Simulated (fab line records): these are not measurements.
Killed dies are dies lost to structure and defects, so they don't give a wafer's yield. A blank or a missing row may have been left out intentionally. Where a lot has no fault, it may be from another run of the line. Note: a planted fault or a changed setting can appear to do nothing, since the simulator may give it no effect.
fab line records + flow n5_finfet
record:
- lots: 7
- wafers: 39
route steps=1938 shown ZERO_LAYER@16 FIN_SAQP@102 SD_EPI_N@279 BEOL_M0_SAQP@634
start_h: hours from the record's first day to the start of the lot's first wafer shown + wait_h: time in hours since the lot's previous step + " repeats the value in the row above + L1.1+2: a single row standing in for several wafers + - no value present, or no start provided + * or withheld: withheld + < > ~ a bound
route shown NAME@n: a module of which the file shows steps, and the number in the route of the first + usual: average and standard deviation across the fault-free wafers + same: alike in all rows + chamber/n: place in a boat + sites: readings site by site + _std_site: how widely they spread, as a standard deviation + _edge_site: inner sites' mean taken away from outer sites' mean + radius_mm: how far each site lies from the wafer's centre + mask NAME#n: copy n + behind: tool/chamber where the wafer was last shaped + hold: why the lot was held/for how many hours/how that ended + device: which transistor (n, p or np) failed to switch + end of line: tests run on the same wafers once the route is complete + for a step that has no rows: nothing shown but its recipe + killed: not the wafer's yield, but the dies lost to structure and defects at the first sort + map: per-die view of a wafer (x killed, . not killed, _ where there is no die)
set.NAME: setting as actually run; set.NAME@STEP: the setting as run at that earlier step + model.NAME: the simulator's own value behind a step, which no gauge read
one table per step and one row per wafer, for lots whose settings were changed on purpose
== steps ==
step: N5_ZERO_LAYER_ETCH_18
recipe:
- chemistry: HBr/Cl2
- target: Si
- target_depth_a: 1200
- time_s: 40
- pressure_mtorr: 10
- icp_w: 800
- bias_w: 75
- HBr_flow_sccm: 150
- Cl2_flow_sccm: 80
| lot.wafer | tool      | chamber | start_h | wait_h | set.target_depth_a | model.ZERO_LAYER.feature_depth_nm | model.etch.depth_nm | model.coat_of_ZERO_LAYER_COAT_05.thk_nm |
|-----------|-----------|---------|---------|--------|--------------------|-----------------------------------|---------------------|-----------------------------------------|
| L074.1    | rie_si-02 | 1       | 13.38   | 0.0    | 717.8              | 73.38                             | 73.38               | 950                                     |
| L074.2    | "         | 0       | "       | "      | 1200               | 117                               | 117                 | 937.2                                   |
| L074.3    | "         | 3       | "       | "      | 1200               | 119.4                             | 119.4               | 934.1                                   |
| L074.4    | "         | 2       | "       | "      | 717.8              | 71.84                             | 71.84               | 951.5                                   |
| L074.5    | "         | 2       | "       | "      | 717.8              | 72.01                             | 72.01               | 951                                     |
| L074.6    | "         | 1       | "       | "      | 1200               | 122.2                             | 122.2               | 934.8                                   |
| L075.2    | rie_si-05 | 1       | 18.83   | 0.1    | 1200               | 118.4                             | 118.4               | 923.9                                   |
| L075.4    | "         | 0       | "       | "      | 1200               | 120.5                             | 120.5               | 923.2                                   |
| L075.6    | "         | 0       | "       | "      | 1200               | 120.5                             | 120.5               | 925.5                                   |
| L076.1    | rie_si-05 | 0       | 24.94   | 0.0    | 1901               | 190.8                             | 190.8               | 902.3                                   |
| L076.2    | "         | 1       | "       | "      | 1901               | 188.1                             | 188.1               | 904.1                                   |
| L076.3    | "         | 3       | "       | "      | 1200               | 119.3                             | 119.3               | 931                                     |
| L076.4    | "         | 2       | "       | "      | 1901               | 199.6                             | 199.6               | 904.2                                   |
| L076.5    | "         | 3       | "       | "      | 1200               | 119.3                             | 119.3               | 927.9                                   |
| L076.6    | "         | 0       | "       | "      | 1200               | 122.2                             | 122.2               | 928                                     |
| L082.1    | rie_si-05 | 0       | 60.82   | 0.0    | 527.1              | 53.12                             | 53.12               | 958                                     |
| L082.2    | "         | 1       | "       | "      | 527.1              | 52.16                             | 52.16               | 958.6                                   |
| L082.3    | "         | 2       | "       | "      | 527.1              | 54.35                             | 54.35               | 955.3                                   |
| L082.4    | "         | 3       | "       | "      | 1200               | 120                               | 120                 | 935.1                                   |
| L082.5    | "         | 1       | "       | "      | 1200               | 119.2                             | 119.2               | 934.9                                   |
| L082.6    | "         | 0       | "       | "      | 1200               | 121.4                             | 121.4               | 932.4                                   |
| L087.1    | rie_si-02 | 1       | 91.32   | 0.0    | 1725               | 178.4                             | 178.4               | 916.7                                   |
| L087.2    | "         | 3       | "       | "      | 1725               | 172.4                             | 172.4               | 916.6                                   |
| L087.3    | "         | 0       | "       | "      | 1725               | 170.2                             | 170.2               | 918.1                                   |
| L087.4    | "         | 2       | "       | "      | 1200               | 120.5                             | 120.5               | 933.6                                   |
| L087.5    | "         | 0       | "       | "      | 1200               | 118.4                             | 118.4               | 933.3                                   |
| L087.6    | "         | 3       | "       | "      | 1200               | 120.7                             | 120.7               | 935.8                                   |
| L091.1    | rie_si-04 | 1       | 114.81  | 0.0    | 1200               | 118.3                             | 118.3               | 929.3                                   |
| L091.2    | "         | 0       | "       | "      | 755.7              | 76.05                             | 76.05               | 944.8                                   |
| L091.3    | "         | 2       | "       | "      | 1200               | 123.6                             | 123.6               | 930.2                                   |
| L091.4    | "         | 3       | "       | "      | 755.7              | 76.21                             | 76.21               | 942.7                                   |
| L091.5    | "         | 1       | "       | "      | 1200               | 118.2                             | 118.2               | 932                                     |
| L091.6    | "         | 0       | "       | "      | 755.7              | 75.56                             | 75.56               | 943.8                                   |
| L093.1    | rie_si-04 | 1       | 126.93  | 0.0    | 1200               | 121.1                             | 121.1               | 929.9                                   |
| L093.2    | "         | 0       | "       | "      | 1649               | 167.2                             | 167.2               | 918.5                                   |
| L093.3    | "         | 3       | "       | "      | 1649               | 166.2                             | 166.2               | 916.7                                   |
| L093.4    | "         | 2       | "       | "      | 1200               | 125.6                             | 125.6               | 930.2                                   |
| L093.5    | "         | 1       | "       | "      | 1649               | 165.2                             | 165.2               | 916.9                                   |
| L093.6    | "         | 2       | "       | "      | 1200               | 124.9                             | 124.9               | 928.2                                   |
step: N5_ZERO_LAYER_STRIP_24
recipe:
- chemistry: O2
- power_w: 1000
- temp_c: 250
- overash_fraction: 0.3
- pressure_mtorr: 1000
- o2_flow_sccm: 6750
usual:
- strip_time_to_endpoint_s: 43.85/0.096
| lot.wafer | tool            | chamber | start_h | wait_h | set.target_depth_a@ZERO_LAYER_ETCH_18 | strip_time_to_endpoint_s |
|-----------|-----------------|---------|---------|--------|---------------------------------------|--------------------------|
| L074.1    | plasma_asher-01 | 0       | 13.48   | 0.1    | 717.8                                 | 44.44                    |
| L074.2    | "               | 1       | "       | "      | 1200                                  | 44.05                    |
| L074.3    | "               | 0       | "       | "      | 1200                                  | 43.95                    |
| L074.4    | "               | 1       | "       | "      | 717.8                                 | 44.47                    |
| L074.5    | "               | 0       | "       | "      | 717.8                                 | 44.47                    |
| L074.6    | "               | 1       | "       | "      | 1200                                  | 44.00                    |
| L075.2    | plasma_asher-02 | 0       | 18.94   | 0.1    | 1200                                  | 43.65                    |
| L075.4    | "               | 0       | "       | "      | 1200                                  | 43.63                    |
| L075.6    | "               | 1       | "       | "      | 1200                                  | 43.70                    |
| L076.1    | plasma_asher-02 | 0       | 25.04   | 0.1    | 1901                                  | 43.00                    |
| L076.2    | "               | 1       | "       | "      | 1901                                  | 43.06                    |
| L076.3    | "               | 1       | "       | "      | 1200                                  | 43.86                    |
| L076.4    | "               | 0       | "       | "      | 1901                                  | 43.06                    |
| L076.5    | "               | 0       | "       | "      | 1200                                  | 43.77                    |
| L076.6    | "               | 1       | "       | "      | 1200                                  | 43.79                    |
| L082.1    | plasma_asher-01 | 1       | 60.93   | 0.1    | 527.1                                 | 44.67                    |
| L082.2    | "               | 0       | "       | "      | 527.1                                 | 44.69                    |
| L082.3    | "               | 1       | "       | "      | 527.1                                 | 44.59                    |
| L082.4    | "               | 0       | "       | "      | 1200                                  | 43.99                    |
| L082.5    | "               | 0       | "       | "      | 1200                                  | 43.98                    |
| L082.6    | "               | 1       | "       | "      | 1200                                  | 43.91                    |
| L087.1    | plasma_asher-02 | 0       | 91.43   | 0.1    | 1725                                  | 43.44                    |
| L087.2    | "               | 1       | "       | "      | 1725                                  | 43.43                    |
| L087.3    | "               | 0       | "       | "      | 1725                                  | 43.48                    |
| L087.4    | "               | 1       | "       | "      | 1200                                  | 43.93                    |
| L087.5    | "               | 1       | "       | "      | 1200                                  | 43.93                    |
| L087.6    | "               | 0       | "       | "      | 1200                                  | 44.01                    |
| L091.1    | plasma_asher-02 | 0       | 114.92  | 0.1    | 1200                                  | 43.80                    |
| L091.2    | "               | 1       | "       | "      | 755.7                                 | 44.28                    |
| L091.3    | "               | 0       | "       | "      | 1200                                  | 43.85                    |
| L091.4    | "               | 1       | "       | "      | 755.7                                 | 44.22                    |
| L091.5    | "               | 1       | "       | "      | 1200                                  | 43.91                    |
| L091.6    | "               | 0       | "       | "      | 755.7                                 | 44.24                    |
| L093.1    | plasma_asher-01 | 0       | 127.03  | 0.1    | 1200                                  | 43.83                    |
| L093.2    | "               | 1       | "       | "      | 1649                                  | 43.50                    |
| L093.3    | "               | 1       | "       | "      | 1649                                  | 43.45                    |
| L093.4    | "               | 0       | "       | "      | 1200                                  | 43.84                    |
| L093.5    | "               | 0       | "       | "      | 1649                                  | 43.44                    |
| L093.6    | "               | 1       | "       | "      | 1200                                  | 43.78                    |
step: N5_FIN_SAQP_HM_DEP_72
recipe:
- material: SiO2
- target_thk_a: 120
- temp_c: 400
- precursor: SiH4/N2O
- pressure_torr: 0.75
- rf_w: 275
- time_s: 7.2
| lot.wafer | tool     | chamber | start_h | wait_h | set.time_s | model.SiO2_of_FIN_SAQP_HM_DEP_72.thk_nm |
|-----------|----------|---------|---------|--------|------------|-----------------------------------------|
| L074.1    | pecvd-01 | 2       | 21.60   | 0.0    | 7.2        | 12.05                                   |
| L074.2    | "        | 0       | "       | "      | 10.66      | 17.62                                   |
| L074.3    | "        | 1       | "       | "      | 7.2        | 12.13                                   |
| L074.4    | "        | 0       | "       | "      | 7.2        | 12.11                                   |
| L074.5    | "        | 1       | "       | "      | 10.66      | 17.9                                    |
| L074.6    | "        | 2       | "       | "      | 10.66      | 17.99                                   |
| L075.2    | pecvd-03 | 0       | 27.94   | 0.0    | 7.2        | 11.85                                   |
| L075.4    | "        | 0       | "       | "      | 7.2        | 12.07                                   |
| L075.6    | "        | 1       | "       | "      | 7.2        | 11.87                                   |
| L076.1    | pecvd-01 | 1       | 33.08   | 0.0    | 8.472      | 14.35                                   |
| L076.2    | "        | 0       | "       | "      | 7.2        | 11.92                                   |
| L076.3    | "        | 2       | "       | "      | 8.472      | 14.31                                   |
| L076.4    | "        | 0       | "       | "      | 8.472      | 14.26                                   |
| L076.5    | "        | 1       | "       | "      | 7.2        | 12.36                                   |
| L076.6    | "        | 2       | "       | "      | 7.2        | 12.23                                   |
| L082.1    | pecvd-01 | 0       | 69.15   | 0.0    | 3.077      | 5.017                                   |
| L082.2    | "        | 2       | "       | "      | 3.077      | 4.982                                   |
| L082.3    | "        | 1       | "       | "      | 7.2        | 12.05                                   |
| L082.4    | "        | 1       | "       | "      | 7.2        | 12.07                                   |
| L082.5    | "        | 0       | "       | "      | 3.077      | 5.024                                   |
| L082.6    | "        | 2       | "       | "      | 7.2        | 11.91                                   |
| L087.1    | pecvd-03 | 0       | 101.03  | 0.0    | 7.2        | 11.68                                   |
| L087.2    | "        | 1       | "       | "      | 4.765      | 7.744                                   |
| L087.3    | "        | 2       | "       | "      | 7.2        | 11.78                                   |
| L087.4    | "        | 1       | "       | "      | 4.765      | 7.628                                   |
| L087.5    | "        | 0       | "       | "      | 4.765      | 7.909                                   |
| L087.6    | "        | 2       | "       | "      | 7.2        | 11.82                                   |
| L091.1    | pecvd-03 | 0       | 124.24  | 0.0    | 7.2        | 11.81                                   |
| L091.2    | "        | 2       | "       | "      | 7.2        | 11.82                                   |
| L091.3    | "        | 1       | "       | "      | 3.931      | 6.67                                    |
| L091.4    | "        | 1       | "       | "      | 3.931      | 6.722                                   |
| L091.5    | "        | 0       | "       | "      | 3.931      | 6.806                                   |
| L091.6    | "        | 2       | "       | "      | 7.2        | 12.18                                   |
| L093.1    | pecvd-02 | 1       | 134.76  | 0.0    | 7.2        | 11.95                                   |
| L093.2    | "        | 0       | "       | "      | 7.2        | 12.02                                   |
| L093.3    | "        | 0       | "       | "      | 7.2        | 12.15                                   |
| L093.4    | "        | 1       | "       | "      | 7.2        | 12.22                                   |
| L093.5    | "        | 1       | "       | "      | 7.2        | 12.07                                   |
| L093.6    | "        | 0       | "       | "      | 7.2        | 12.26                                   |
step: N5_FIN_SAQP_COAT_49
recipe:
- resist: SOC
- temp_c: 250
- time_s: 60
- spin_rpm: 1500
- resist_thk_nm: 100
step: N5_FIN_SAQP_COAT_50
recipe:
- resist: SiARC
- temp_c: 220
- time_s: 60
- spin_rpm: 1500
- resist_thk_nm: 35
step: N5_FIN_SAQP_ETCH_52
recipe:
- chemistry: N2/H2
- target: SOC
- target_depth_a: 1000
- overetch_a: 200
- mask_material: SiARC
- temp_c: 40
- time_s: 150
- ion_energy_ev: 200
- pressure_mtorr: 30
- source_w: 840
- bias_w: 150
- n2_flow_sccm: 200
- h2_flow_sccm: 200
- ends: end_point
step: N5_FIN_SAQP_STRIP_53
recipe:
- chemistry: N2/H2
- temp_c: 40
- n2_flow_sccm: 200
- h2_flow_sccm: 200
- rf_frequency_hz: 6e+07
step: N5_FIN_SAQP_HM_OPEN_73
recipe:
- chemistry: CHF3/O2
- target: SiO2
- stop_on: a-Si
- target_depth_a: 120
- over_etch_frac: 1.8
- mask_material: SOC
- time_s: 16.8
- pressure_mtorr: 30
- source_w: 650
- bias_w: 170
- Ar_flow_sccm: 200
- CHF3_flow_sccm: 50
- O2_flow_sccm: 5
- ion_energy_ev: 200
- ends: end_point
| lot.wafer | tool        | chamber | start_h | wait_h | set.time_s@FIN_SAQP_HM_DEP_72 | model.etch.depth_nm |
|-----------|-------------|---------|---------|--------|-------------------------------|---------------------|
| L074.1    | rie_diel-02 | 3       | 22.35   | 0.0    | 7.2                           | 12.05               |
| L074.2    | "           | 0       | "       | "      | 10.66                         | 17.62               |
| L074.3    | "           | 2       | "       | "      | 7.2                           | 12.13               |
| L074.4    | "           | 1       | "       | "      | 7.2                           | 12.11               |
| L074.5    | "           | 1       | "       | "      | 10.66                         | 17.9                |
| L074.6    | "           | 0       | "       | "      | 10.66                         | 17.99               |
| L075.2    | rie_diel-03 | 2       | 28.58   | 0.0    | 7.2                           | 11.85               |
| L075.4    | "           | 3       | "       | "      | 7.2                           | 12.07               |
| L075.6    | "           | 3       | "       | "      | 7.2                           | 11.87               |
| L076.1    | rie_diel-01 | 0       | 34.03   | 0.0    | 8.472                         | 14.35               |
| L076.2    | "           | 1       | "       | "      | 7.2                           | 11.92               |
| L076.3    | "           | 3       | "       | "      | 8.472                         | 14.31               |
| L076.4    | "           | 3       | "       | "      | 8.472                         | 14.26               |
| L076.5    | "           | 1       | "       | "      | 7.2                           | 12.36               |
| L076.6    | "           | 0       | "       | "      | 7.2                           | 12.23               |
| L082.1    | rie_diel-01 | 0       | 69.90   | 0.0    | 3.077                         | 5.017               |
| L082.2    | "           | 2       | "       | "      | 3.077                         | 4.982               |
| L082.3    | "           | 1       | "       | "      | 7.2                           | 12.05               |
| L082.4    | "           | 3       | "       | "      | 7.2                           | 12.07               |
| L082.5    | "           | 0       | "       | "      | 3.077                         | 5.024               |
| L082.6    | "           | 1       | "       | "      | 7.2                           | 11.91               |
| L087.1    | rie_diel-01 | 1       | 101.88  | 0.0    | 7.2                           | 11.68               |
| L087.2    | "           | 0       | "       | "      | 4.765                         | 7.744               |
| L087.3    | "           | 2       | "       | "      | 7.2                           | 11.78               |
| L087.4    | "           | 3       | "       | "      | 4.765                         | 7.628               |
| L087.5    | "           | 0       | "       | "      | 4.765                         | 7.909               |
| L087.6    | "           | 3       | "       | "      | 7.2                           | 11.82               |
| L091.1    | rie_diel-02 | 1       | 124.98  | 0.0    | 7.2                           | 11.81               |
| L091.2    | "           | 2       | "       | "      | 7.2                           | 11.82               |
| L091.3    | "           | 0       | "       | "      | 3.931                         | 6.67                |
| L091.4    | "           | 3       | "       | "      | 3.931                         | 6.722               |
| L091.5    | "           | 0       | "       | "      | 3.931                         | 6.806               |
| L091.6    | "           | 3       | "       | "      | 7.2                           | 12.18               |
| L093.1    | rie_diel-03 | 0       | 135.54  | 0.0    | 7.2                           | 11.95               |
| L093.2    | "           | 2       | "       | "      | 7.2                           | 12.02               |
| L093.3    | "           | 1       | "       | "      | 7.2                           | 12.15               |
| L093.4    | "           | 3       | "       | "      | 7.2                           | 12.22               |
| L093.5    | "           | 3       | "       | "      | 7.2                           | 12.07               |
| L093.6    | "           | 2       | "       | "      | 7.2                           | 12.26               |
step: N5_SD_EPI_N_ETCH_16
recipe:
- chemistry: CHF3/O2
- target: SiO2
- target_depth_a: 50
- mask_material: SOC
- pressure_mtorr: 30
- source_w: 650
- bias_w: 170
- Ar_flow_sccm: 200
- CHF3_flow_sccm: 50
- O2_flow_sccm: 5
- ion_energy_ev: 200
| lot.wafer | tool        | chamber | start_h | wait_h | set.target_depth_a | model.etch.depth_nm |
|-----------|-------------|---------|---------|--------|--------------------|---------------------|
| L074.1    | rie_diel-01 | 3       | 48.97   | 0.1    | 50                 | 5.147               |
| L074.2    | "           | 0       | "       | "      | 78.01              | 7.496               |
| L074.3    | "           | 1       | "       | "      | 78.01              | 7.751               |
| L074.4    | "           | 3       | "       | "      | 78.01              | 8.044               |
| L074.5    | "           | 1       | "       | "      | 50                 | 5.004               |
| L074.6    | "           | 0       | "       | "      | 50                 | 4.843               |
| L075.2    | rie_diel-02 | 2       | 55.58   | 0.1    | 50                 | 4.961               |
| L075.4    | "           | 3       | "       | "      | 50                 | 4.971               |
| L075.6    | "           | 0       | "       | "      | 50                 | 4.792               |
| L076.1    | rie_diel-01 | 0       | 60.88   | 0.1    | 57.52              | 5.5                 |
| L076.2    | "           | 2       | "       | "      | 50                 | 5.078               |
| L076.3    | "           | 1       | "       | "      | 50                 | 5.014               |
| L076.4    | "           | 3       | "       | "      | 57.52              | 5.957               |
| L076.5    | "           | 2       | "       | "      | 57.52              | 5.906               |
| L076.6    | "           | 3       | "       | "      | 50                 | 5.151               |
| L082.1    | rie_diel-03 | 3       | 96.24   | 0.1    | 50                 | 5.045               |
| L082.2    | "           | 2       | "       | "      | 26.96              | 2.614               |
| L082.3    | "           | 1       | "       | "      | 50                 | 4.86                |
| L082.4    | "           | 0       | "       | "      | 50                 | 4.764               |
| L082.5    | "           | 3       | "       | "      | 26.96              | 2.721               |
| L082.6    | "           | 0       | "       | "      | 26.96              | 2.574               |
| L087.1    | rie_diel-02 | 1       | 128.32  | 0.1    | 29.6               | 2.919               |
| L087.2    | "           | 3       | "       | "      | 50                 | 5.077               |
| L087.3    | "           | 2       | "       | "      | 29.6               | 3.1                 |
| L087.4    | "           | 0       | "       | "      | 29.6               | 2.887               |
| L087.5    | "           | 0       | "       | "      | 50                 | 4.872               |
| L087.6    | "           | 3       | "       | "      | 50                 | 5.142               |
| L091.1    | rie_diel-03 | 0       | 152.68  | 0.1    | 69.93              | 6.577               |
| L091.2    | "           | 3       | "       | "      | 50                 | 5.046               |
| L091.3    | "           | 2       | "       | "      | 69.93              | 6.774               |
| L091.4    | "           | 1       | "       | "      | 69.93              | 6.899               |
| L091.5    | "           | 0       | "       | "      | 50                 | 4.737               |
| L091.6    | "           | 3       | "       | "      | 50                 | 4.999               |
| L093.1    | rie_diel-03 | 0       | 166.04  | 0.1    | 50                 | 4.715               |
| L093.2    | "           | 3       | "       | "      | 60.7               | 6.116               |
| L093.3    | "           | 2       | "       | "      | 50                 | 4.879               |
| L093.4    | "           | 1       | "       | "      | 50                 | 4.987               |
| L093.5    | "           | 1       | "       | "      | 60.7               | 6.054               |
| L093.6    | "           | 0       | "       | "      | 60.7               | 5.771               |
step: N5_BEOL_M0_SAQP_HM_DEP_02
recipe:
- material: TiN
- target_thk_a: 120
- temp_c: 25
- chamber_pressure_pa: 0.49996
| lot.wafer      | tool           | chamber | start_h | wait_h | set.target_thk_a | model.TiN_of_BEOL_M0_SAQP_HM_DEP_02.thk_nm |
|----------------|----------------|---------|---------|--------|------------------|--------------------------------------------|
| L074.1+5       | pvd_sputter-01 | -       | 106.53  | 1.0    | 120              | 12                                         |
| L074.2+4+6     | "              | -       | "       | "      | 120              | 12.2                                       |
| L074.3         | "              | -       | "       | "      | 120              | 11.8                                       |
| L075.2+4       | pvd_sputter-03 | -       | 110.70  | 0.3    | 120              | 12                                         |
| L075.6         | "              | -       | "       | "      | 120              | 12.2                                       |
| L076.1+2+3+4+6 | pvd_sputter-01 | -       | 120.49  | 0.9    | 120              | 11.8                                       |
| L076.5         | "              | -       | "       | "      | 120              | 11.6                                       |
| L082.1+6       | pvd_sputter-02 | -       | 156.20  | 2.3    | 144              | 14.6                                       |
| L082.2         | "              | -       | "       | "      | 120              | 12.2                                       |
| L082.3         | "              | -       | "       | "      | 120              | 12                                         |
| L082.4         | "              | -       | "       | "      | 120              | 12.4                                       |
| L082.5         | "              | -       | "       | "      | 144              | 14.4                                       |
| L087.1+6       | pvd_sputter-03 | -       | 184.00  | 1.5    | 51.77            | 5.4                                        |
| L087.2+4       | "              | -       | "       | "      | 120              | 12.2                                       |
| L087.3         | "              | -       | "       | "      | 120              | 12                                         |
| L087.5         | "              | -       | "       | "      | 51.77            | 5.2                                        |
| L091.1+2       | pvd_sputter-01 | -       | 211.19  | 0.6    | 120              | 11.8                                       |
| L091.3         | "              | -       | "       | "      | 120              | 11.6                                       |
| L091.4         | "              | -       | "       | "      | 55.8             | 5.6                                        |
| L091.5         | "              | -       | "       | "      | 55.8             | 5.4                                        |
| L091.6         | "              | -       | "       | "      | 55.8             | 5.2                                        |
| L093.1+3       | pvd_sputter-03 | -       | 228.82  | 0.0    | 55.84            | 5.6                                        |
| L093.2         | "              | -       | "       | "      | 55.84            | 6                                          |
| L093.4         | "              | -       | "       | "      | 120              | 12.2                                       |
| L093.5         | "              | -       | "       | "      | 120              | 12.4                                       |
| L093.6         | "              | -       | "       | "      | 120              | 12                                         |
== key ==
split:
- step: N5_ZERO_LAYER_ETCH_18
- setting: target_depth_a
- stated: 1200
- by: wafer
response:
- step: N5_ZERO_LAYER_ETCH_18
- reading: model.ZERO_LAYER.feature_depth_nm
- change: +1.2
- per: 1%
- r: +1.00
response:
- step: N5_ZERO_LAYER_ETCH_18
- reading: model.etch.depth_nm
- change: +1.2
- per: 1%
- r: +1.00
response:
- step: N5_ZERO_LAYER_ETCH_18
- reading: model.coat_of_ZERO_LAYER_COAT_05.thk_nm
- change: -0.397
- per: 1%
- r: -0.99
response:
- step: N5_ZERO_LAYER_STRIP_24
- reading: strip_time_to_endpoint_s
- change: *
- per: 1%
- r: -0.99
split:
- step: N5_FIN_SAQP_HM_DEP_72
- setting: time_s
- stated: 7.2
- by: wafer
response:
- step: N5_FIN_SAQP_HM_DEP_72
- reading: model.SiO2_of_FIN_SAQP_HM_DEP_72.thk_nm
- change: +0.119
- per: 1%
- r: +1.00
response:
- step: N5_FIN_SAQP_HM_OPEN_73
- reading: model.etch.depth_nm
- change: +0.119
- per: 1%
- r: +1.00
split:
- step: N5_SD_EPI_N_ETCH_16
- setting: target_depth_a
- stated: 50
- by: wafer
response:
- step: N5_SD_EPI_N_ETCH_16
- reading: model.etch.depth_nm
- change: +0.0489
- per: 1%
- r: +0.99
split:
- step: N5_BEOL_M0_SAQP_HM_DEP_02
- setting: target_thk_a
- stated: 120
- by: wafer
response:
- step: N5_BEOL_M0_SAQP_HM_DEP_02
- reading: model.TiN_of_BEOL_M0_SAQP_HM_DEP_02.thk_nm
- change: +0.12
- per: 1%
- r: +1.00
